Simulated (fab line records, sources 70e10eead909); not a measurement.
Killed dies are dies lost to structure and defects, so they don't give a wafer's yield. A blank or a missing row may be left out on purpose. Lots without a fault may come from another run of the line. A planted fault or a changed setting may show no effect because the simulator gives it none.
fab line records | flow nand_harc
record lots=14 wafers=42 last_day=25
route steps=1159 shown P_M0@264 P_M1@293
lots that met no fault: from a run of the same line without faults
start_h: hours from the record's first day to the start of the lot's first wafer shown | wait_h: hours since the lot's step before | " the same as in the row above | L1.1+2: a row that stands for several wafers | - no value, or no start given | * or withheld: withheld | < > ~ a bound
route shown NAME@n: a module of which the file shows steps, and the number in the route of the first | usual: mean/standard deviation of fault-free wafers | same: alike in all rows | chamber/n: place in a boat | sites: the reading at each site | _std_site: their standard deviation | _edge_site: outer sites' mean less inner sites' | radius_mm: how far each site lies from the wafer's centre | mask NAME#n: copy n | behind: the tool/chamber that last shaped the wafer | hold: why the lot was held/for how many hours/how that ended | device: the transistor (n, p or np) that didn't switch | end of line: the same wafers' tests at the end of the route | a step without rows: its recipe alone | killed: dies lost to structure and defects at the first sort, not the wafer's yield | map: a wafer's dies, x killed, . not, _ none there
set.NAME: the setting as run; set.NAME@STEP: as run at that earlier step | model.NAME: the simulator's own value behind a step, which no gauge read
steps of the route over a sample of lots; a table a step, a row a wafer
services: from which hour (start_h, from the record's first day; less than 0 if before it) a tool's chamber was out of use, for how many hours, and why
## steps
# step NHARC_P_M0_OVL_MEAS_10
# recipe pitch_nm=180
# usual overlay_x_nm=0.0/0.72 overlay_y_nm=0.1/0.81
# columns lot.wafer tool chamber start_h wait_h overlay_x_nm overlay_y_nm
L844.1 overlay-02 - 128.32 - -0.2 0.6
L844.3 " - " " 0.4 0.6
L844.6 " - " " 0.3 1.4
L845.1 overlay-02 - 134.80 - -0.4 -0.2
L845.2 " - " " -1.1 -0.5
L845.5 " - " " -0.6 -1.0
L848.1 overlay-01 - 148.10 - 0.6 0.2
L848.2 " - " " 1.0 0.1
L848.6 " - " " 0.8 0.7
L846.1 overlay-02 - 149.53 - 0.2 0.9
L846.3 " - " " -0.3 0.6
L846.5 " - " " 0.0 0.4
L847.2 overlay-02 - 150.07 - 0.5 1.6
L847.5 " - " " 0.4 2.1
L847.6 " - " " -0.3 1.9
L849.1 overlay-01 - 163.86 - 0.1 0.1
L849.4 " - " " 0.4 0.0
L849.5 " - " " 0.4 0.6
L852.2 overlay-01 - 173.85 - 1.0 -0.3
L852.4 " - " " 0.8 0.1
L852.5 " - " " 1.0 -0.6
L854.3 overlay-02 - 224.11 - 0.6 -0.8
L854.4 " - " " -0.1 -1.4
L854.5 " - " " 0.4 -1.3
L856.2 overlay-01 - 224.45 - -0.8 -1.5
L856.3 " - " " -0.1 -1.5
L856.5 " - " " -0.3 -1.2
L858.2 overlay-01 - 232.59 - -1.4 -0.7
L858.3 " - " " -1.6 -0.2
L858.4 " - " " -1.7 -0.9
L861.2 overlay-02 - 233.26 - -0.7 1.4
L861.4 " - " " -1.1 0.6
L861.5 " - " " -1.6 0.5
L859.1 overlay-01 - 234.23 - 0.3 -0.8
L859.2 " - " " 0.7 -0.8
L859.5 " - " " 0.7 -0.4
L863.1 overlay-01 - 237.63 - 0.3 -1.1
L863.2 " - " " -0.1 -0.7
L863.3 " - " " 0.4 -0.9
L864.1 overlay-02 - 239.68 - -0.9 0.0
L864.4 " - " " -1.6 -0.2
L864.5 " - " " -1.6 0.6
# step NHARC_P_M0_INSPECT_27
# usual raw_defect_count=290/100
# columns lot.wafer tool chamber start_h wait_h raw_defect_count
L844.1 defect_inspect-02 - 130.89 0.0 310
L844.3 " - " " 269
L844.6 " - " " 230
L845.1 defect_inspect-02 - 137.38 0.0 314
L845.2 " - " " 265
L845.5 " - " " 352
L848.1 defect_inspect-02 - 150.98 0.0 300
L848.2 " - " " 211
L848.6 " - " " 169
L846.1 defect_inspect-01 - 152.24 0.0 329
L846.3 " - " " 185
L846.5 " - " " 153
L847.2 defect_inspect-02 - 152.80 0.0 162
L847.5 " - " " 288
L847.6 " - " " 281
L849.1 defect_inspect-02 - 166.48 0.0 321
L849.4 " - " " 128
L849.5 " - " " 144
L852.2 defect_inspect-01 - 176.49 0.0 278
L852.4 " - " " 200
L852.5 " - " " 153
L854.3 defect_inspect-02 - 226.69 0.0 269
L854.4 " - " " 572
L854.5 " - " " 522
L856.2 defect_inspect-02 - 227.08 0.0 309
L856.3 " - " " 598
L856.5 " - " " 472
L858.2 defect_inspect-01 - 235.18 0.0 281
L858.3 " - " " 399
L858.4 " - " " 267
L861.2 defect_inspect-02 - 235.92 0.1 544
L861.4 " - " " 380
L861.5 " - " " 302
L859.1 defect_inspect-01 - 237.23 0.0 293
L859.2 " - " " 232
L859.5 " - " " 362
L863.1 defect_inspect-01 - 240.21 0.0 212
L863.2 " - " " 164
L863.3 " - " " 222
L864.1 defect_inspect-02 - 242.25 0.0 325
L864.4 " - " " 271
L864.5 " - " " 332
# step NHARC_P_M1_PEB_07
# recipe peb_temp_c=100 peb_time_s=65
# usual heater_power_total_W=156.6/0.41 plate_temp_C=99.97/0.12
# same peb_time_s=65
# columns lot.wafer tool chamber start_h wait_h heater_power_total_W plate_temp_C
L844.1 litho_track-01 0 132.22 0.1 156.7 100.19
L844.3 " 0 " " 156.9 99.99
L844.6 " 0 " " 156.8 100.00
L845.1 litho_track-04 0 138.72 0.1 156.9 100.00
L845.2 " 0 " " 156.5 99.86
L845.5 " 0 " " 156.3 99.97
L848.1 litho_track-01 0 152.28 0.1 157.1 99.85
L848.2 " 0 " " 156.0 99.97
L848.6 " 0 " " 156.3 99.94
L846.1 litho_track-04 0 153.43 0.1 156.9 100.04
L846.3 " 0 " " 156.2 99.97
L846.5 " 0 " " 156.4 99.83
L847.2 litho_track-04 0 154.12 0.1 157.1 100.05
L847.5 " 0 " " 156.0 99.84
L847.6 " 0 " " 156.2 99.96
L849.1 litho_track-06 0 167.79 0.1 155.9 100.03
L849.4 " 0 " " 156.2 100.18
L849.5 " 0 " " 156.9 100.12
L852.2 litho_track-01 0 177.80 0.1 157.2 99.98
L852.4 " 0 " " 156.1 99.94
L852.5 " 0 " " 156.7 100.01
L854.3 litho_track-06 0 228.11 0.0 156.2 99.99
L854.4 " 0 " " 156.2 99.86
L854.5 " 0 " " 157.1 99.99
L856.2 litho_track-06 0 228.40 0.1 156.8 100.27
L856.3 " 0 " " 156.0 99.92
L856.5 " 0 " " 156.5 100.05
L858.2 litho_track-04 0 236.49 0.1 143.2 93.85
L858.3 " 0 " " 143.5 93.78
L858.4 " 0 " " 143.8 93.88
L861.2 litho_track-01 0 237.24 0.1 156.1 99.81
L861.4 " 0 " " 156.8 99.87
L861.5 " 0 " " 157.1 99.93
L859.1 litho_track-06 0 238.65 0.1 157.0 100.13
L859.2 " 0 " " 156.1 99.99
L859.5 " 0 " " 157.1 100.26
L863.1 litho_track-01 0 241.56 0.1 157.2 99.89
L863.2 " 0 " " 157.0 99.91
L863.3 " 0 " " 156.0 99.89
L864.1 litho_track-04 0 243.60 0.1 143.1 93.81
L864.4 " 0 " " 143.3 93.77
L864.5 " 0 " " 142.9 93.69
# step NHARC_P_M1_CD_MEAS_09
# recipe target_cd_nm=130 landing_energy_ev=500
# usual cd_nm=130.0/0.65
# columns lot.wafer tool chamber start_h wait_h cd_nm
L844.1 cd_sem-01 0 132.30 - 131.4
L844.3 " 0 " " 130.7
L844.6 " 0 " " 130.5
L845.1 cd_sem-01 0 138.80 - 129.1
L845.2 " 0 " " 130.0
L845.5 " 0 " " 129.8
L848.1 cd_sem-03 0 152.36 - 130.8
L848.2 " 0 " " 130.1
L848.6 " 0 " " 131.1
L846.1 cd_sem-02 0 153.50 - 130.2
L846.3 " 0 " " 130.0
L846.5 " 0 " " 129.4
L847.2 cd_sem-03 0 154.20 - 130.2
L847.5 " 0 " " 131.1
L847.6 " 0 " " 130.7
L849.1 cd_sem-01 0 167.88 - 130.6
L849.4 " 0 " " 130.7
L849.5 " 0 " " 130.1
L852.2 cd_sem-03 0 177.88 - 129.4
L852.4 " 0 " " 130.1
L852.5 " 0 " " 130.2
L854.3 cd_sem-01 0 228.19 - 129.9
L854.4 " 0 " " 129.4
L854.5 " 0 " " 130.1
L856.2 cd_sem-01 0 228.48 - 130.1
L856.3 " 0 " " 129.4
L856.5 " 0 " " 128.5
L858.2 cd_sem-02 0 236.57 - 103.9
L858.3 " 0 " " 104.1
L858.4 " 0 " " 104.4
L861.2 cd_sem-03 0 237.32 - 130.7
L861.4 " 0 " " 129.7
L861.5 " 0 " " 130.0
L859.1 cd_sem-03 0 238.73 - 129.5
L859.2 " 0 " " 129.5
L859.5 " 0 " " 128.8
L863.1 cd_sem-01 0 241.64 - 130.5
L863.2 " 0 " " 129.7
L863.3 " 0 " " 130.0
L864.1 cd_sem-02 0 243.69 - 107.7
L864.4 " 0 " " 107.7
L864.5 " 0 " " 107.5
# step NHARC_P_M1_OVL_MEAS_10
# recipe pitch_nm=260
# usual overlay_x_nm=0.1/0.74 overlay_y_nm=0.0/0.8
# columns lot.wafer tool chamber start_h wait_h overlay_x_nm overlay_y_nm
L844.1 overlay-02 - 132.39 - -1.7 -1.7
L844.3 " - " " -1.1 -1.2
L844.6 " - " " -1.5 -1.7
L845.1 overlay-01 - 138.89 - 0.1 1.6
L845.2 " - " " 0.6 0.8
L845.5 " - " " 0.3 1.1
L848.1 overlay-02 - 152.45 - 0.1 0.1
L848.2 " - " " -0.2 -0.3
L848.6 " - " " 0.3 -0.2
L846.1 overlay-01 - 153.59 - 0.9 -1.0
L846.3 " - " " 1.2 -1.1
L846.5 " - " " 1.1 -0.9
L847.2 overlay-02 - 154.29 - 0.4 0.7
L847.5 " - " " -0.1 0.1
L847.6 " - " " 0.1 0.7
L849.1 overlay-01 - 167.97 - 0.2 0.2
L849.4 " - " " 0.1 0.7
L849.5 " - " " 0.1 0.0
L852.2 overlay-02 - 177.97 - -0.4 0.1
L852.4 " - " " 0.3 -0.4
L852.5 " - " " 0.0 -0.8
L854.3 overlay-01 - 228.28 - 1.2 0.2
L854.4 " - " " 1.3 0.6
L854.5 " - " " 1.2 0.8
L856.2 overlay-02 - 228.57 - 0.0 0.1
L856.3 " - " " 0.6 0.9
L856.5 " - " " 0.5 0.1
L858.2 overlay-01 - 236.66 - 0.2 0.2
L858.3 " - " " 0.6 0.1
L858.4 " - " " 0.9 -0.2
L861.2 overlay-02 - 237.41 - -1.0 0.7
L861.4 " - " " -0.6 0.4
L861.5 " - " " -0.6 0.0
L859.1 overlay-02 - 238.84 - -0.9 -0.1
L859.2 " - " " -0.6 -0.3
L859.5 " - " " -0.7 -0.3
L863.1 overlay-01 - 241.73 - 1.1 -0.4
L863.2 " - " " 1.3 -1.2
L863.3 " - " " 1.6 -0.8
L864.1 overlay-01 - 243.78 - 0.1 -0.7
L864.4 " - " " 0.2 -0.2
L864.5 " - " " -0.2 -0.6
## services
# columns tool chamber start_h hours kind
litho_track-06 - 117.00 7.0 pm
litho_track-04 - 141.00 7.0 pm
## key
first_sign step=NHARC_P_M1_PEB_07 reading=plate_temp_C direction=down sigmas=52 usual=* struck=*
effect step=NHARC_P_M1_PEB_07 reading=heater_power_total_W direction=down sigmas=32 usual=* struck=*
effect step=NHARC_P_M1_CD_MEAS_09 reading=cd_nm direction=down sigmas=37 usual=130.0 struck=105.9 through=control_loop
met_at NHARC_P_M1_PEB_07
struck_lots L858,L864
later_rows_left_out L858.2,L858.3,L858.4,L864.4,L864.5
sort_left_out L858.2,L858.3,L858.4,L864.1,L864.4,L864.5
loop_trim step=NHARC_P_M1_EXPOSE_06 setting=dose lots=L864
not_acting_at NHARC_P_M0_OVL_MEAS_10,NHARC_P_M0_INSPECT_27,NHARC_P_M1_OVL_MEAS_10
onset_between 154.12 236.49
fault kind=process_parameter_drift tool=litho_track-04 chamber=- onset_h=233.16 steps=NHARC_P_M1_PEB_07 channel=peb_temp_c offset=* shape=step end_h=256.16 acts_in=* stated=*
# sort_left_out: the simulated sort isn't trusted on such a fault, so these wafers' sort isn't shown, and their yield isn't known
# later_rows_left_out: the simulator's readings of these wafers behind a module that went badly wrong aren't trusted and aren't shown, but for the sort
# loop_trim: a control loop set the setting to another value than it would have without faults
